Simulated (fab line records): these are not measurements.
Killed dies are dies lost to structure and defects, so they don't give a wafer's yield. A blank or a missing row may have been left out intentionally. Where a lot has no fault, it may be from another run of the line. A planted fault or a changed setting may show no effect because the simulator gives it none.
Which tool was responsible? | flow n5 finfet | 7 lots with 21 wafers sampled at 8 steps, on a route of 1938 steps

WHAT THE GAUGES SHOWED, per wafer
N5_BEOL_M11_THK_MEAS_53: measures by xrf.
lot  | measured     | on            | M11_THK (nm)
L182 | day 10 19:11 | film metro-02 | 137 135 135
L186 | day 11 22:49 | film metro-01 | 145 141 139
L190 | day 12 19:17 | film metro-02 | 137 140 136
L191 | day 13 01:05 | film metro-02 | 139 137 139
L194 | day 14 05:47 | film metro-02 | 139 96 140
L196 | day 14 16:29 | film metro-02 | 97 139 140
L198 | day 14 22:53 | film metro-02 | 137 138 141

N5_BEOL_M11_RS_MEAS_57: measurement is done with a four-point probe.
lot  | measured     | on            | M11_RS (ohm/sq)
L182 | day 10 19:19 | film metro-01 | 0.156 0.158 0.158
L186 | day 11 22:56 | film metro-01 | 0.145 0.150 0.152
L190 | day 12 19:37 | film metro-02 | 0.155 0.152 0.157
L191 | day 13 01:12 | film metro-01 | 0.152 0.155 0.153
L194 | day 14 05:54 | film metro-02 | 0.152 0.228 0.151
L196 | day 14 16:37 | film metro-01 | 0.228 0.153 0.152
L198 | day 14 23:01 | film metro-01 | 0.154 0.154 0.150

N5_BEOL_M15_RC_MEAS_101.
lot  | measured     | on        | COMB_M10 (S/m)          | COMB_M10_max_site (S/m) | COMB_M12 (S/m)          | COMB_M13 (S/m)          | COMB_M13_max_site (S/m) | COMB_M14 (S/m)          | COMB_M15 (S/m)          | COMB_M5 (S/m)           | COMB_M6 (S/m)           | COMB_M7 (S/m)           | COMB_M8 (S/m)           | COMB_M9 (S/m)              | SERP_M10 (ohm/um) | SERP_M11 (ohm/um) | SERP_M11_max_site (ohm/um) | SERP_M12 (ohm/um) | SERP_M13 (ohm/um) | SERP_M14 (ohm/um) | SERP_M5 (ohm/um) | SERP_M6 (ohm/um) | SERP_M7 (ohm/um) | SERP_M8 (ohm/um) | SERP_M9 (ohm/um) | SERP_M9_max_site (ohm/um)
L182 | day 11 17:53 | prober-01 | 1.2e-11 1.1e-11 1.2e-11 | 1.8e-11 1.9e-11 1.6e-11 | 4.4e-12 7.4e-12 4.1e-12 | 5.5e-12 5.5e-12 4e-12   | 6.7e-12 6.6e-12 5.2e-12 | 2.4e-12 2.9e-12 2e-12   | 1.8e-12 2e-12 2.4e-12   | 2.8e-11 2.7e-11 3e-11   | 2.3e-11 1.8e-11 2.6e-11 | 3.3e-11 2.4e-11 3.1e-11 | 2.5e-11 2.5e-11 1.8e-11 | 1.54e-11 1.82e-11 9.9e-12  | 3.12 2.77 2.86    | 3.04 3.26 3.12    | 3.09 3.38 3.20             | 0.648 0.676 0.650 | 0.306 0.311 0.307 | 0.152 0.154 0.164 | 39.3 41.2 39.7   | 13.6 14.4 13.1   | 14.3 14.5 13.3   | 14.8 13.6 14.1   | 3.19 3.03 3.16   | 3.26 3.14 3.21
L186 | day 13 03:22 | prober-01 | 1.1e-11 1.2e-11 1.3e-11 | 1.4e-11 1.7e-11 2.1e-11 | 4.6e-12 6.6e-12 5.8e-12 | 3.4e-12 4.6e-12 4.6e-12 | 5.6e-12 7.2e-12 7.4e-12 | 3.1e-12 2.8e-12 3.5e-12 | 2.9e-12 3e-12 3.4e-12   | 3.8e-11 4.2e-11 2.8e-11 | 2.4e-11 3e-11 2.3e-11   | 1.8e-11 2.9e-11 2.2e-11 | 3e-11 3e-11 1.9e-11     | 1.55e-11 1.28e-11 1.67e-11 | 2.90 3.16 2.98    | 2.91 2.98 3.08    | 2.96 3.02 3.14             | 0.594 0.646 0.607 | 0.305 0.304 0.305 | 0.151 0.149 0.161 | 42.2 38.7 41.2   | 13.7 13.8 13.3   | 14.2 15.3 13.9   | 13.1 13.3 13.3   | 3.23 3.09 3.09   | 3.32 3.14 3.15
L190 | day 13 20:14 | prober-02 | 1.4e-11 1.8e-11 1.6e-11 | 2.1e-11 2.5e-11 2.8e-11 | 8.4e-12 6.7e-12 7e-12   | 4.4e-12 6.3e-12 6.7e-12 | 6.2e-12 8.3e-12 9.5e-12 | 3.6e-12 4.2e-12 4e-12   | 3.9e-12 4.8e-12 3.4e-12 | 4.2e-11 5.5e-11 3.9e-11 | 3.7e-11 2.8e-11 3.6e-11 | 2.4e-11 2e-11 2.8e-11   | 2.7e-11 3.1e-11 3e-11   | 1.27e-11 1.36e-11 1.38e-11 | 3.17 2.92 2.96    | 3.08 3.11 3.16    | 3.19 3.16 3.27             | 0.616 0.646 0.627 | 0.311 0.323 0.302 | 0.158 0.172 0.157 | 37.0 36.1 38.3   | 13.1 16.0 13.7   | 13.0 14.2 13.4   | 13.4 15.4 13.4   | 3.14 2.97 3.19   | 3.20 3.29 3.33
L191 | day 14 03:44 | prober-02 | 1.7e-11 1.2e-11 9e-12   | 2.5e-11 1.6e-11 1.5e-11 | 7e-12 7.4e-12 9.3e-12   | 5.9e-12 6.2e-12 6.2e-12 | 7.3e-12 7.3e-12 7e-12   | 6.4e-12 5.2e-12 3.9e-12 | 4e-12 4.1e-12 4.3e-12   | 4.1e-11 4.2e-11 3e-11   | 3.5e-11 2.6e-11 2.4e-11 | 2.5e-11 2.8e-11 2.3e-11 | 2.7e-11 3.5e-11 3.3e-11 | 1.32e-11 1.31e-11 1.56e-11 | 3.02 3.01 3.07    | 3.11 3.19 3.10    | 3.15 3.26 3.16             | 0.631 0.642 0.654 | 0.313 0.313 0.309 | 0.146 0.158 0.151 | 38.2 38.3 39.3   | 12.8 13.4 13.8   | 15.0 15.0 14.7   | 14.2 14.4 14.4   | 3.23 3.19 3.14   | 3.35 3.25 3.23
L194 | day 15 09:57 | prober-01 | 1.5e-11 1.1e-11 1.9e-11 | 2.2e-11 1.9e-11 2.9e-11 | 4.6e-12 6e-12 5.8e-12   | 4.3e-12 5.1e-12 6.2e-12 | 5.1e-12 5.8e-12 8.5e-12 | 2.8e-12 3.4e-12 2.2e-12 | 2.4e-12 1.8e-12 3.2e-12 | 3.8e-11 2.9e-11 4.2e-11 | 3e-11 2.2e-11 2.7e-11   | 2.1e-11 2.7e-11 2.8e-11 | 2.4e-11 2e-11 2e-11     | 1.6e-11 1.59e-11 1.49e-11  | 2.95 2.91 2.86    | 3.08 4.59 3.14    | 3.11 5.04 3.18             | 0.663 0.664 0.643 | 0.304 0.323 0.303 | 0.157 0.156 0.158 | 39.9 39.8 41.1   | 13.8 14.0 14.1   | 14.5 14.4 14.0   | 13.6 13.5 13.7   | 3.17 2.96 3.11   | 3.25 3.07 3.17
L196 | day 15 18:58 | prober-02 | 1.7e-11 1.3e-11 2.2e-11 | 2.3e-11 1.4e-11 3.6e-11 | 7.6e-12 9.6e-12 1e-11   | 4.3e-12 6.2e-12 6e-12   | 6.3e-12 7.3e-12 6.9e-12 | 4.7e-12 5.3e-12 5.4e-12 | 3.3e-12 3.1e-12 3.4e-12 | 3.6e-11 3.1e-11 4.1e-11 | 2.3e-11 2.7e-11 2.5e-11 | 2.1e-11 2.4e-11 2.3e-11 | 2.6e-11 2.6e-11 2.1e-11 | 1.61e-11 1.76e-11 1.13e-11 | 3.09 2.94 2.98    | 4.69 3.15 3.06    | 4.73 3.21 3.15             | 0.638 0.644 0.608 | 0.301 0.305 0.309 | 0.163 0.161 0.156 | 41.4 37.8 41.6   | 13.2 13.2 13.3   | 14.2 13.7 14.0   | 14.4 14.5 14.1   | 3.00 2.99 3.14   | 3.14 3.11 3.19
L198 | day 15 21:47 | prober-01 | 1.2e-11 1.2e-11 1.3e-11 | 2.3e-11 2.1e-11 1.5e-11 | 5.9e-12 6.1e-12 5.3e-12 | 4.7e-12 5.9e-12 4.7e-12 | 5.3e-12 7.3e-12 7.5e-12 | 4.4e-12 3.2e-12 3.8e-12 | 2.2e-12 2.3e-12 1.6e-12 | 3.4e-11 3.7e-11 3.1e-11 | 2.7e-11 3.4e-11 3.7e-11 | 2.5e-11 2.4e-11 1.9e-11 | 2.3e-11 2e-11 2.4e-11   | 1.33e-11 2.24e-11 1.76e-11 | 2.98 3.27 3.09    | 3.15 3.18 3.15    | 3.20 3.25 3.21             | 0.581 0.599 0.601 | 0.314 0.317 0.315 | 0.154 0.165 0.161 | 39.0 41.7 40.4   | 14.1 14.1 15.1   | 14.6 14.2 14.2   | 12.7 13.2 12.8   | 2.97 3.04 3.07   | 3.11 3.21 3.25

EACH LOT AND THE TOOL THAT RAN IT (in order: tool; ch and the chambers of the sampled wafers; start)
lot  | N5_BEOL_M11_ETCH_66                | N5_BEOL_M11_TRENCH_ETCH_37                    | N5_BEOL_M11_ECD_50             | N5_BEOL_M11_CMP_52            | N5_BEOL_M11_DEP_56
L182 | rie diel-02 ch 0,2,3, day 10 14:43 | rie diel-02 ch 0,2,3, day 10 18:19 or earlier | ecd cu-02 ch 0,1, day 10 18:19 | cmp-03 ch 0,1,3, day 10 18:53 | pecvd-01 ch 0,1, day 10 19:15
L186 | rie diel-06 ch 0,1,2, day 11 19:28 | rie diel-06 ch 0,1,2, day 11 22:05 or earlier | ecd cu-02 ch 0,1, day 11 22:05 | cmp-02 ch 0,2,3, day 11 22:32 | pecvd-04 ch 0,1, day 11 22:53
L190 | rie diel-02 ch 1,2, day 12 16:52   | rie diel-02 ch 1,2, day 12 18:29 or earlier   | ecd cu-01 ch 0,1, day 12 18:29 | cmp-04 ch 0,1,2, day 12 19:01 | pecvd-01 ch 0,1,2, day 12 19:20
L191 | rie diel-05 ch 0,1, day 12 20:11   | rie diel-05 ch 0,1, day 13 00:07 or earlier   | ecd cu-02 ch 0,1, day 13 00:07 | cmp-03 ch 0,2, day 13 00:49   | pecvd-02 ch 0,2, day 13 01:08
L194 | rie diel-06 ch 0,3, day 14 03:10   | rie diel-06 ch 0,3, day 14 04:52 or earlier   | ecd cu-02 ch 0,1, day 14 04:52 | cmp-03 ch 1,2, day 14 05:31   | pecvd-01 ch 1,2, day 14 05:50
L196 | rie diel-02 ch 0,2,3, day 14 12:44 | rie diel-02 ch 0,2,3, day 14 14:52 or earlier | ecd cu-02 ch 0,1, day 14 14:52 | cmp-04 ch 0,2,3, day 14 16:16 | pecvd-02 ch 0,1,2, day 14 16:34
L198 | rie diel-06 ch 1,3, day 14 20:09   | rie diel-06 ch 1,3, day 14 22:11 or earlier   | ecd cu-01 ch 0, day 14 22:11   | cmp-04 ch 0,1,3, day 14 22:38 | pecvd-01 ch 0,2, day 14 22:57
- N5_BEOL_M11_ETCH_66: etches SOC in N2/H2, target depth 120 nm, overetch 24 nm, time 180 s.
- N5_BEOL_M11_TRENCH_ETCH_37: etches SiCOH lowk in C4F6/O2, target depth 148.83 nm, time 48 s.
- N5_BEOL_M11_ECD_50: material Cu, target thk 318 nm.
- N5_BEOL_M11_CMP_52: polishes, stops on SiCOH lowk, t overpolish 7 s, target thk 140 nm.
- N5_BEOL_M11_DEP_56: deposits SiCN from 3MS/NH3, target thk 30 nm, time 10.5 s.

AS READ BY THE TOOLS THEMSELVES (means over the sampled wafers that have a number; for cases with no such wafer, the mark the record gives instead)
N5_BEOL_M11_ETCH_66.
lot  | tool        | drypump motor current A (A) | oes product au (a.u.) | rf vpp V (V) | showerhead plenum p Torr (Torr) | throttle valve pct (%)
L182 | rie diel-02 | 5.5                         | 0.59                  | 525.1        | 2.56                            | 17.89
L186 | rie diel-06 | 5.3                         | 0.71                  | 524.5        | 2.58                            | 17.53
L190 | rie diel-02 | 5.9                         | 0.58                  | 522.5        | 2.47                            | 17.80
L191 | rie diel-05 | 5.9                         | 0.67                  | 525.1        | 2.59                            | 17.99
L194 | rie diel-06 | 5.8                         | 0.64                  | 520.5        | 2.40                            | 17.50
L196 | rie diel-02 | 5.5                         | 0.57                  | 524.0        | 2.55                            | 17.94
L198 | rie diel-06 | 5.5                         | 0.64                  | 519.1        | 2.37                            | 17.44

N5_BEOL_M11_TRENCH_ETCH_37.
lot  | tool        | drypump motor current A (A) | oes_f_703_au (a.u.) | oes product au (a.u.) | rf vpp V (V) | showerhead plenum p Torr (Torr) | throttle valve pct (%)
L182 | rie diel-02 | 5.5                         | 0.73                | 0.72                  | 656          | 2.87                            | 20.98
L186 | rie diel-06 | 5.2                         | 0.91                | 0.89                  | 650          | 2.89                            | 20.72
L190 | rie diel-02 | 5.9                         | 0.72                | 0.71                  | 635          | 2.77                            | 20.94
L191 | rie diel-05 | 5.9                         | 0.85                | 0.83                  | 655          | 2.90                            | 21.04
L194 | rie diel-06 | 5.8                         | 0.80                | 0.79                  | 644          | 2.72                            | 20.70
L196 | rie diel-02 | 5.5                         | 0.71                | 0.70                  | 655          | 2.86                            | 21.02
L198 | rie diel-06 | 5.5                         | 0.82                | 0.80                  | 630          | 2.68                            | 20.68

N5_BEOL_M11_CMP_52.
lot  | tool   | motor current A (A) | time to endpoint s (s)
L182 | cmp-03 | 6.3                 | 65
L186 | cmp-02 | 6.1                 | 65
L190 | cmp-04 | 6.2                 | 69
L191 | cmp-03 | 5.6                 | 66
L194 | cmp-03 | 7.8                 | 49
L196 | cmp-04 | 6.2                 | 54
L198 | cmp-04 | 6.9                 | 66

N5_BEOL_M11_DEP_56.
lot  | tool     | showerhead plenum p Torr (Torr) | throttle valve pct (%)
L182 | pecvd-01 | 4.178                           | 20.1
L186 | pecvd-04 | 4.153                           | 19.8
L190 | pecvd-01 | 4.165                           | 18.9
L191 | pecvd-02 | 4.146                           | 19.0
L194 | pecvd-01 | 4.190                           | 19.9
L196 | pecvd-02 | 4.154                           | 18.6
L198 | pecvd-01 | 4.138                           | 18.1

THE ANSWER, worked out from the rows above alone
Rule: what is usual is taken from the lots themselves. Put in order of their means at a reading, lots are off if they are a third of the lots or fewer, leave a main group of 4 or more, and stand apart from it by a gap of 3 or more times the standard deviation of the main group's means; of several such gaps the widest counts. A main group whose means are all the same, to the digits that the tables above print for the reading, isn't used. Also off: a lot with no number at a reading for which 4 or more lots have one. Where the step has rows for the other lots, those lots are counted as sound. First the gauges in route order, then the tools' own readings, where a lot's mean is used as printed above. The first step at which some lot is off is used, and at that step the reading that is off furthest; a lot without a number counts as furthest.
Off: L194, L196, at N5_BEOL_M11_THK_MEAS_53 (M11_THK). Main group: mean 138 nm, sd 1.9.
If a tool, at a process step before that reading, ran all the lots that are off and no sound lot after the first of them, it fits. Not tried: the gauges at N5_BEOL_M11_THK_MEAS_53; whatever is off there is also off at N5_BEOL_M15_RC_MEAS_101, on other tools, and gauge error can't account for it. With no start given for some of its lots, N5_BEOL_M11_TRENCH_ETCH_37 uses the hours and lot order of N5_BEOL_M11_ECD_50. One candidate fits, namely ecd cu-02 at N5_BEOL_M11_ECD_50. A fault onset in the window from L191 (day 13 00:07, its last sound lot) to L194 (day 14 04:52, its first lot off) fits.

WHAT THE SIMULATOR HAD INSERTED
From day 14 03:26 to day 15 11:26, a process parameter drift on ecd cu-02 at N5_BEOL_M11_ECD_50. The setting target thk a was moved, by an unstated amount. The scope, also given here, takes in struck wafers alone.
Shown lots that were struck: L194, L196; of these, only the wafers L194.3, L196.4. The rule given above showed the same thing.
